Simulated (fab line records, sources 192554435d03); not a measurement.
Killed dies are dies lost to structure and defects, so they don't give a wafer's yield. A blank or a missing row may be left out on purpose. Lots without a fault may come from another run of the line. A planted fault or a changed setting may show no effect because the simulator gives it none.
Split-lot experiment | flow n5_finfet | 7 lots, 39 wafers read, on a route of 1938 steps

THE SPLIT
At N5_DUMMY_GATE_EXPOSE_12 (exposes mask GATE, target cd 25 nm), the setting dose_mj was moved away from the recipe's 34 on 9 of the 39 wafers read, by -7.7% to +5.8%. The other wafers ran this setting at the recipe's value.

FROM THE SPLIT TO THE READING: what the file shows between them, 2 steps
- N5_DUMMY_GATE_PEB_13: peb time 60 s
- N5_DUMMY_GATE_DEVELOP_14: develop time 30 s

THE READING
cd_nm, in nm, at N5_DUMMY_GATE_CD_MEAS_15 (target cd 25.8 nm). Fault-free wafers of this fab line usually give 24.96 nm, standard deviation 0.24 nm.

wafer  | tool, chamber at the split | dose_mj as run | against the recipe | cd_nm, nm | against lot-mates on the recipe
L079.1 | euv_scanner-01, 0          | 34             | recipe             | 25.49     | -
L079.2 | euv_scanner-01, 0          | 34             | recipe             | 24.65     | -
L079.3 | euv_scanner-01, 0          | 34             | recipe             | 24.68     | -
L079.4 | euv_scanner-01, 0          | 34             | recipe             | 25.21     | -
L079.5 | euv_scanner-01, 0          | 34             | recipe             | 25.29     | -
L079.6 | euv_scanner-01, 0          | 34             | recipe             | 25.30     | -
L081.1 | euv_scanner-02, 0          | 34             | recipe             | 24.90     | -
L081.2 | euv_scanner-02, 0          | 31.39          | -7.7%              | 26.50     | +1.51
L081.3 | euv_scanner-02, 0          | 31.39          | -7.7%              | 26.47     | +1.48
L081.4 | euv_scanner-02, 0          | 34             | recipe             | 25.30     | -
L081.5 | euv_scanner-02, 0          | 31.39          | -7.7%              | 26.76     | +1.77
L081.6 | euv_scanner-02, 0          | 34             | recipe             | 24.78     | -
L083.1 | euv_scanner-01, 0          | 34             | recipe             | 25.17     | -
L083.2 | euv_scanner-01, 0          | 34             | recipe             | 24.64     | -
L083.3 | euv_scanner-01, 0          | 34             | recipe             | 24.77     | -
L083.4 | euv_scanner-01, 0          | 34             | recipe             | 25.06     | -
L083.5 | euv_scanner-01, 0          | 34             | recipe             | 24.70     | -
L083.6 | euv_scanner-01, 0          | 34             | recipe             | 24.99     | -
L087.1 | euv_scanner-02, 0          | 34             | recipe             | 24.99     | -
L087.2 | euv_scanner-02, 0          | 35.96          | +5.8%              | 24.06     | -0.70
L087.3 | euv_scanner-02, 0          | 34             | recipe             | 24.56     | -
L087.4 | euv_scanner-02, 0          | 35.96          | +5.8%              | 23.92     | -0.84
L087.5 | euv_scanner-02, 0          | 35.96          | +5.8%              | 24.10     | -0.66
L087.6 | euv_scanner-02, 0          | 34             | recipe             | 24.72     | -
L088.1 | euv_scanner-02, 0          | 34             | recipe             | 25.31     | -
L088.2 | euv_scanner-02, 0          | 34             | recipe             | 24.88     | -
L088.3 | euv_scanner-02, 0          | 34             | recipe             | 24.89     | -
L088.4 | euv_scanner-02, 0          | 34             | recipe             | 25.11     | -
L088.5 | euv_scanner-02, 0          | 34             | recipe             | 24.62     | -
L088.6 | euv_scanner-02, 0          | 34             | recipe             | 24.89     | -
L091.4 | euv_scanner-02, 0          | 34             | recipe             | 24.76     | -
L091.5 | euv_scanner-02, 0          | 34             | recipe             | 25.12     | -
L091.6 | euv_scanner-02, 0          | 34             | recipe             | 24.92     | -
L092.1 | euv_scanner-01, 0          | 31.74          | -6.6%              | 26.13     | +1.33
L092.2 | euv_scanner-01, 0          | 34             | recipe             | 24.76     | -
L092.3 | euv_scanner-01, 0          | 31.74          | -6.6%              | 26.49     | +1.69
L092.4 | euv_scanner-01, 0          | 34             | recipe             | 24.83     | -
L092.5 | euv_scanner-01, 0          | 31.74          | -6.6%              | 26.37     | +1.57
L092.6 | euv_scanner-01, 0          | 34             | recipe             | 24.80     | -

THE FIT
A straight line over all 39 wafers: cd_nm changes by -0.197 nm for each +1% of dose_mj; r = -0.94; the points scatter about the line by 0.24 nm.
The same after taking each lot's own level away (the mean of its wafers on the recipe; 39 wafers): -0.191 nm for each +1%; r = -0.93; scatter 0.24 nm.
On that fit, the largest move of dose_mj shifts the reading by 1.5 nm.
The lots' own levels span 24.757 to 25.103 nm, that is 1.4 times the standard deviation above.
So the lot-to-lot level changes the slope little: the two slopes agree.
Check: with one of the wafers moved furthest among these (-7.7%) left out of the fit, the line predicts +1.53 nm for it against its lot-mates. It came out at +1.51 nm against them.

OTHER SPLITS ON THESE WAFERS
These wafers also went through other splits before the reading. Each is held against what the fit with the lots' levels taken away leaves over:
other split on the same wafers | wafers away from the commonest value | r with cd_nm (lot level and that fit taken away)
N5_FIN_SAQP_HM_DEP_03 time_s   | 9                                    | +0.44
N5_FIN_CUT_ETCH_21 time_s      | 12                                   | -0.10

THE WHOLE CHAIN: every reading that the file lists as answering this split, in the file's order
step                     | what it does                             | reading                                                           | change (the file's fit)               | r (the file's)
N5_DUMMY_GATE_CD_MEAS_15 | target cd 25.8 nm                        | cd_nm                                                             | -0.194 nm for each +1% of the setting | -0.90
N5_DUMMY_GATE_TRIM_49    | chemistry O2, time 29 s, target cd 14 nm | DUMMY_GATE.cd_nm (the simulator's own value, which no gauge read) | -0.159 nm for each +1% of the setting | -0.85

THE FILE'S OWN FIT
cd_nm changes by -0.194 nm for each +1% of dose_mj, r = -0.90.
